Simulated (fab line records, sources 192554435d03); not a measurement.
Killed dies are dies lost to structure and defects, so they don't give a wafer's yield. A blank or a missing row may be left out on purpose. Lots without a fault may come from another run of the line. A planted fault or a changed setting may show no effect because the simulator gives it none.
Split-lot experiment | flow n5_finfet | 7 lots, 21 wafers read, on a route of 1938 steps

THE SPLIT
At N5_BEOL_M11_PECVD_70 (deposits SiO2 from TEOS/O2, target thk 20 nm, time 22.7 s), the setting time_s was moved away from the recipe's 22.7 s on 7 of the 21 wafers read, by -8.3% to +14.9%. The other wafers ran this setting at the recipe's value.

FROM THE SPLIT TO THE READING: what the file shows between them, 3 steps
- N5_BEOL_M11_HM_DEP_02: deposits TiN, target thk 20 nm
- N5_BEOL_M11_COAT_59: time 60 s, resist thk 100 nm
- N5_BEOL_M11_STRIP_77: strips in N2/H2, time 10 s

THE READING
SiO2_of_BEOL_M11_PECVD_70.thk_nm (the simulator's own value, which no gauge read), in nm, at N5_BEOL_M11_HM_STRIP_39 (strips TiN in peroxide tin strip, target depth 25 nm, time 158 s). The file gives no usual value for it. The 14 wafers here that ran the recipe average 19.9 nm, standard deviation 0.34 nm.

wafer  | tool, chamber at the split | time_s as run, s | against the recipe | SiO2_of_BEOL_M11_PECVD_70.thk_nm, nm | against lot-mates on the recipe
L075.2 | pecvd-02, 2                | 22.7             | recipe             | 20                                   | -
L075.3 | pecvd-02, 0                | 26.08            | +14.9%             | 22.8                                 | +2.8
L075.5 | pecvd-02, 2                | 26.08            | +14.9%             | 23                                   | +3.0
L083.1 | pecvd-03, 2,0              | 22.7             | recipe             | 19.6                                 | -
L083.2 | pecvd-03, 2,0              | 22.7             | recipe             | 19.6                                 | -
L083.5 | pecvd-03, 2                | 22.7             | recipe             | 20                                   | -
L087.2 | pecvd-04, 1                | 22.7             | recipe             | 19.4                                 | -
L087.5 | pecvd-04, 0                | 22.7             | recipe             | 20.6                                 | -
L087.6 | pecvd-04, 1                | 26.09            | +14.9%             | 22.4                                 | +2.4
L089.2 | pecvd-02, 0                | 22.7             | recipe             | 19.8                                 | -
L089.5 | pecvd-02, 2,0              | 25.49            | +12.3%             | 22.6                                 | +2.8
L089.6 | pecvd-02, 2,0              | 25.49            | +12.3%             | 22.6                                 | +2.8
L095.4 | pecvd-03, 1                | 22.7             | recipe             | 19.8                                 | -
L095.5 | pecvd-03, 2                | 20.82            | -8.3%              | 18.8                                 | -1.1
L095.6 | pecvd-03, 0                | 22.7             | recipe             | 20                                   | -
L094.1 | pecvd-03, 1                | 22.7             | recipe             | 20                                   | -
L094.3 | pecvd-03, 2                | 25.21            | +11.1%             | 22.2                                 | +2.1
L094.4 | pecvd-03, 0                | 22.7             | recipe             | 20.2                                 | -
L093.1 | pecvd-02, 2                | 22.7             | recipe             | 19.4                                 | -
L093.2 | pecvd-02, 0                | 22.7             | recipe             | 20                                   | -
L093.5 | pecvd-02, 0                | 22.7             | recipe             | 20.4                                 | -
Where a row lists several chambers, the file gives one row for several wafers and doesn't say which wafer went through which chamber.

THE FIT
A straight line over all 21 wafers: SiO2_of_BEOL_M11_PECVD_70.thk_nm changes by +0.192 nm for each +1% of time_s; r = +0.97; the points scatter about the line by 0.34 nm.
The same after taking each lot's own level away (the mean of its wafers on the recipe; 21 wafers): +0.189 nm for each +1%; r = +0.97; scatter 0.34 nm.
On that fit, the largest move of time_s shifts the reading by 2.8 nm.
The lots' own levels span 19.73 to 20.10 nm, that is 1.1 times the standard deviation above.
So the lot-to-lot level changes the slope little: the two slopes agree.
Check: with one of the wafers moved furthest among these (+14.9%) left out of the fit, the line predicts +3 nm for it against its lot-mates. It came out at +2.4 nm against them.

OTHER SPLITS ON THESE WAFERS
These wafers also went through other splits before the reading. Each is held against what the fit with the lots' levels taken away leaves over:
other split on the same wafers    | wafers away from the commonest value | r with SiO2_of_BEOL_M11_PECVD_70.thk_nm (lot level and that fit taken away)
N5_BEOL_M9_HM_DEP_02 target_thk_a | 8                                    | +0.03
N5_BEOL_M9_ETCH_62 source_w       | 5                                    | +0.07
N5_BEOL_M9_EXPOSE_25 dose_mj      | 5                                    | -0.23
N5_BEOL_M10_ETCH_41 source_w      | 12                                   | +0.08

THE WHOLE CHAIN: every reading that the file lists as answering this split, in the file's order
step                    | what it does                                                     | reading                                                                           | change (the file's fit)               | r (the file's)
N5_BEOL_M11_PECVD_70    | deposits SiO2 from TEOS/O2, target thk 20 nm, time 22.7 s        | SiO2_of_BEOL_M11_PECVD_70.thk_nm (the simulator's own value, which no gauge read) | +0.187 nm for each +1% of the setting | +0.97
N5_BEOL_M11_HM_STRIP_39 | strips TiN in peroxide tin strip, target depth 25 nm, time 158 s | SiO2_of_BEOL_M11_PECVD_70.thk_nm (the simulator's own value, which no gauge read) | +0.185 nm for each +1% of the setting | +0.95

THE FILE'S OWN FIT
SiO2_of_BEOL_M11_PECVD_70.thk_nm changes by +0.185 nm for each +1% of time_s, r = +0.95.
